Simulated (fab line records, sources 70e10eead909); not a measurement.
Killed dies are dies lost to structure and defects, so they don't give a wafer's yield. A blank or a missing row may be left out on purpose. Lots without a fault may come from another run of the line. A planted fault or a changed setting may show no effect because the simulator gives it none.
Which tool did it? | flow nand_harc | 24 lots, 72 wafers sampled, at 4 steps of a route of 1302

WHAT THE GAUGES READ, wafer by wafer
NHARC_P_CONTACT_INSPECT_14.
lot  | measured     | on                | raw_defect_count
L074 | day 5 21:22  | defect_inspect-01 | 3 6 4
L075 | day 6 04:33  | defect_inspect-01 | 1 1 3
L076 | day 6 17:36  | defect_inspect-01 | 2 1 5
L077 | day 6 22:23  | defect_inspect-02 | 3 4 4
L078 | day 7 09:38  | defect_inspect-02 | 8 3 2
L079 | day 7 20:24  | defect_inspect-02 | 4 2 1
L080 | day 8 12:42  | defect_inspect-02 | 7 2 2
L081 | day 8 19:57  | defect_inspect-01 | 1 3 3
L082 | day 9 04:07  | defect_inspect-02 | 8 11 7
L083 | day 9 19:10  | defect_inspect-01 | 2 3 4
L084 | day 10 02:41 | defect_inspect-01 | 5 6 2
L085 | day 10 12:31 | defect_inspect-01 | 2 4 4
L086 | day 10 15:59 | defect_inspect-02 | 4 4 3
L087 | day 11 04:24 | defect_inspect-02 | 7 3 6
L088 | day 12 05:51 | defect_inspect-02 | 4 2 5
L089 | day 12 06:28 | defect_inspect-01 | 4 5 3
L090 | day 12 16:06 | defect_inspect-02 | 4 4 4
L091 | day 12 19:04 | defect_inspect-02 | 4 7 5
L092 | day 13 09:50 | defect_inspect-01 | 1 1 5
L093 | day 14 01:43 | defect_inspect-02 | 0 2 3
L094 | day 14 02:22 | defect_inspect-01 | 4 3 1
L095 | day 14 19:00 | defect_inspect-02 | 4 2 5
L096 | day 14 22:59 | defect_inspect-02 | 10 3 8
L097 | day 15 06:24 | defect_inspect-02 | 4 3 4

NHARC_P_M0_OVL_MEAS_10: pitch 180 nm.
lot  | measured     | on         | overlay_x_nm (nm) | overlay_y_nm (nm)
L074 | day 6 01:21  | overlay-01 | 0.1 0.1 0.0       | -1.2 -0.7 -1.4
L075 | day 6 08:43  | overlay-01 | 0.8 0.6 0.6       | 0.4 0.8 0.6
L076 | day 6 21:47  | overlay-01 | -0.2 -0.1 -0.4    | 1.7 1.8 2.0
L077 | day 7 02:34  | overlay-01 | 0.6 1.2 1.2       | 1.2 1.8 1.4
L078 | day 7 13:54  | overlay-02 | 1.2 1.2 0.8       | 0.3 0.7 0.5
L079 | day 8 00:25  | overlay-02 | -0.1 0.0 -0.1     | 0.7 0.3 0.4
L080 | day 8 16:55  | overlay-01 | -0.5 -0.4 -0.5    | -0.2 -0.1 -0.1
L081 | day 9 00:45  | overlay-02 | 0.8 1.1 0.8       | 0.9 0.8 0.3
L082 | day 9 08:07  | overlay-02 | 0.3 -0.2 0.5      | 0.8 0.8 0.9
L083 | day 9 23:17  | overlay-01 | -0.3 -0.5 -0.3    | -0.2 -0.5 -0.3
L084 | day 10 06:50 | overlay-01 | 1.4 1.1 1.0       | -1.1 -1.6 -1.1
L085 | day 10 16:38 | overlay-02 | -1.1 -1.0 -0.6    | 0.9 0.6 0.5
L086 | day 10 20:01 | overlay-02 | -0.6 -0.5 -0.7    | -0.1 1.3 0.7
L087 | day 11 08:32 | overlay-02 | 0.8 0.8 1.2       | -1.4 -0.9 -1.0
L088 | day 12 10:16 | overlay-01 | 0.1 -0.4 -0.1     | -0.7 -0.2 -1.3
L089 | day 12 10:49 | overlay-02 | -0.8 -0.6 -1.0    | 0.4 0.9 -0.2
L090 | day 12 20:06 | overlay-02 | 0.3 0.0 0.2       | -1.7 -1.3 -1.0
L091 | day 12 23:06 | overlay-02 | -0.9 -1.0 -0.9    | -0.3 -0.7 -0.7
L092 | day 13 13:52 | overlay-02 | 0.0 -0.5 0.5      | 0.3 0.9 0.6
L093 | day 14 05:51 | overlay-02 | 0.4 0.3 0.4       | -0.8 -1.0 -1.2
L094 | day 14 06:29 | overlay-01 | -0.4 0.1 0.0      | 0.3 0.7 0.8
L095 | day 14 23:08 | overlay-02 | 0.2 -0.2 0.4      | 0.2 -0.1 0.7
L096 | day 15 03:01 | overlay-01 | 1.4 1.8 1.4       | -1.0 -0.7 -0.4
L097 | day 15 10:32 | overlay-01 | 0.8 1.0 1.1       | -0.1 -0.7 -0.6

WHICH TOOL RAN EACH LOT (tool, then ch and the chambers of the sampled wafers, then the start)
lot  | NHARC_P_CONTACT_ETCH_35            | NHARC_P_CONTACT_DEGAS_38
L074 | rie_diel-03 ch 0,1,3, day 5 21:32  | pvd_sputter-03, day 5 23:01
L075 | rie_diel-03 ch 1,2,3, day 6 04:43  | pvd_sputter-01, day 6 06:14
L076 | rie_diel-07 ch 0,1,3, day 6 17:45  | pvd_sputter-02, day 6 19:15
L077 | rie_diel-12 ch 0,1,2, day 6 22:32  | pvd_sputter-01, day 7 00:11
L078 | rie_diel-12 ch 0,1, day 7 09:47    | pvd_sputter-02, day 7 11:25
L079 | rie_diel-12 ch 2,3, day 7 20:33    | pvd_sputter-02, day 7 22:04
L080 | rie_diel-03 ch 0,1,3, day 8 12:51  | pvd_sputter-03, day 8 14:22
L081 | rie_diel-12 ch 1,2,3, day 8 20:06  | pvd_sputter-01, day 8 21:35
L082 | rie_diel-07 ch 2,3, day 9 04:15    | pvd_sputter-01, day 9 05:46
L083 | rie_diel-12 ch 0,3, day 9 19:19    | pvd_sputter-03, day 9 20:48
L084 | rie_diel-12 ch 1,2, day 10 02:49   | pvd_sputter-03, day 10 04:19
L085 | rie_diel-07 ch 0,1,3, day 10 12:40 | pvd_sputter-03, day 10 14:10
L086 | rie_diel-07 ch 2,3, day 10 16:08   | pvd_sputter-02, day 10 17:40
L087 | rie_diel-12 ch 0,1,2, day 11 04:34 | pvd_sputter-02, day 11 06:03
L088 | rie_diel-07 ch 0,1,3, day 12 06:00 | pvd_sputter-03, day 12 07:29
L089 | rie_diel-03 ch 0,3, day 12 06:36   | pvd_sputter-01, day 12 08:07
L090 | rie_diel-03 ch 0,1, day 12 16:14   | pvd_sputter-02, day 12 17:44
L091 | rie_diel-07 ch 0,1,2, day 12 19:13 | pvd_sputter-03, day 12 20:44
L092 | rie_diel-03 ch 1,2,3, day 13 09:59 | pvd_sputter-01, day 13 11:29
L093 | rie_diel-07 ch 0,3, day 14 01:52   | pvd_sputter-01, day 14 03:22
L094 | rie_diel-12 ch 0,1,3, day 14 02:31 | pvd_sputter-02, day 14 04:01
L095 | rie_diel-07 ch 0,1,2, day 14 19:10 | pvd_sputter-02, day 14 20:40
L096 | rie_diel-12 ch 2,3, day 14 23:07   | pvd_sputter-02, day 15 00:38
L097 | rie_diel-12 ch 0,1, day 15 06:33   | pvd_sputter-02, day 15 08:05
- NHARC_P_CONTACT_ETCH_35: etches the open film in CF4, target depth 39 nm, time 65 s.
- NHARC_P_CONTACT_DEGAS_38: time 60 s.

WHAT THE TOOLS THEMSELVES READ (means of the sampled wafers that have a number; where no wafer has one, the mark that the record gives instead)
NHARC_P_CONTACT_ETCH_35.
lot  | tool        | drypump_motor_current_A (A) | mfc_ar_sccm (sccm) | oes_product_au (a.u.) | rf_vpp_V (V) | showerhead_plenum_p_Torr (Torr) | throttle_valve_pct (%)
L074 | rie_diel-03 | 5.6                         | 0.001              | 0.990                 | 151.2        | 1.73                            | 13.292
L075 | rie_diel-03 | 5.9                         | 0.001              | 0.993                 | 150.8        | 1.74                            | 13.280
L076 | rie_diel-07 | 6.0                         | 0.007              | 0.989                 | 151.3        | 1.75                            | 13.284
L077 | rie_diel-12 | 6.1                         | 0.011              | 0.994                 | 151.8        | 1.85                            | 13.287
L078 | rie_diel-12 | 6.2                         | 0.003              | 1.002                 | 152.2        | 1.87                            | 13.287
L079 | rie_diel-12 | 5.4                         | 0.009              | 1.006                 | 151.0        | 1.77                            | 13.282
L080 | rie_diel-03 | 5.6                         | 0.001              | 0.993                 | 150.0        | 1.73                            | 13.279
L081 | rie_diel-12 | 5.8                         | 0.011              | 0.994                 | 151.9        | 1.82                            | 13.281
L082 | rie_diel-07 | 6.0                         | 0.017              | 1.000                 | 152.3        | 1.82                            | 13.287
L083 | rie_diel-12 | 5.6                         | 0.001              | 1.006                 | 150.4        | 1.79                            | 13.283
L084 | rie_diel-12 | 6.1                         | 0.012              | 0.994                 | 152.6        | 1.86                            | 13.289
L085 | rie_diel-07 | 6.0                         | 0.007              | 0.997                 | 150.6        | 1.75                            | 13.279
L086 | rie_diel-07 | 6.0                         | 0.017              | 1.008                 | 152.2        | 1.82                            | 13.278
L087 | rie_diel-12 | 6.1                         | 0.011              | 0.998                 | 153.1        | 1.85                            | 13.280
L088 | rie_diel-07 | 6.0                         | 0.007              | 0.993                 | 149.6        | 1.75                            | 13.284
L089 | rie_diel-03 | 5.4                         | 0.000              | 0.992                 | 149.3        | 1.70                            | 13.285
L090 | rie_diel-03 | 5.5                         | 0.001              | 0.990                 | 150.8        | 1.75                            | 13.280
L091 | rie_diel-07 | 6.0                         | 0.003              | 0.995                 | 151.9        | 1.79                            | 13.281
L092 | rie_diel-03 | 5.9                         | 0.001              | 0.999                 | 151.1        | 1.74                            | 13.286
L093 | rie_diel-07 | 5.8                         | 0.013              | 0.994                 | 151.5        | 1.76                            | 13.283
L094 | rie_diel-12 | 6.0                         | 0.002              | 1.013                 | 152.5        | 1.83                            | 13.289
L095 | rie_diel-07 | 6.0                         | 0.003              | 0.990                 | 151.8        | 1.79                            | 13.283
L096 | rie_diel-12 | 5.6                         | 0.018              | 0.993                 | 151.3        | 1.79                            | 13.280
L097 | rie_diel-12 | 6.2                         | 0.003              | 1.006                 | 152.8        | 1.87                            | 13.278

NHARC_P_CONTACT_DEGAS_38.
lot  | tool           | heater_power_w (W)
L074 | pvd_sputter-03 | 488
L075 | pvd_sputter-01 | 452
L076 | pvd_sputter-02 | 448
L077 | pvd_sputter-01 | 512
L078 | pvd_sputter-02 | 491
L079 | pvd_sputter-02 | 553
L080 | pvd_sputter-03 | 484
L081 | pvd_sputter-01 | 484
L082 | pvd_sputter-01 | 462
L083 | pvd_sputter-03 | 485
L084 | pvd_sputter-03 | 475
L085 | pvd_sputter-03 | 473
L086 | pvd_sputter-02 | 449
L087 | pvd_sputter-02 | 555
L088 | pvd_sputter-03 | 484
L089 | pvd_sputter-01 | 459
L090 | pvd_sputter-02 | 442
L091 | pvd_sputter-03 | 481
L092 | pvd_sputter-01 | 478
L093 | pvd_sputter-01 | 463
L094 | pvd_sputter-02 | 494
L095 | pvd_sputter-02 | 497
L096 | pvd_sputter-02 | 561
L097 | pvd_sputter-02 | 467

THE ANSWER, worked out from the rows above alone
Rule: what is usual is taken from the lots themselves. Put in order of their means at a reading, lots are off if they are a third of the lots or fewer, leave a main group of 4 or more, and stand apart from it by a gap of 3 or more times the standard deviation of the main group's means; of several such gaps the widest counts. A main group whose means are all the same, to the digits that the tables above print for the reading, isn't used. A lot without any number at a reading at which 4 lots or more have one is off too. The other lots that the step has rows for count as sound. The gauges are gone through in route order, then the tools' own readings, and for those a lot's mean is taken as printed above. The first step at which some lot is off is used, and at that step the reading that is off furthest; a lot without a number counts as furthest.
No lot is off at any reading shown: from this, nothing can be told.

WHAT THE SIMULATOR HAD PUT IN
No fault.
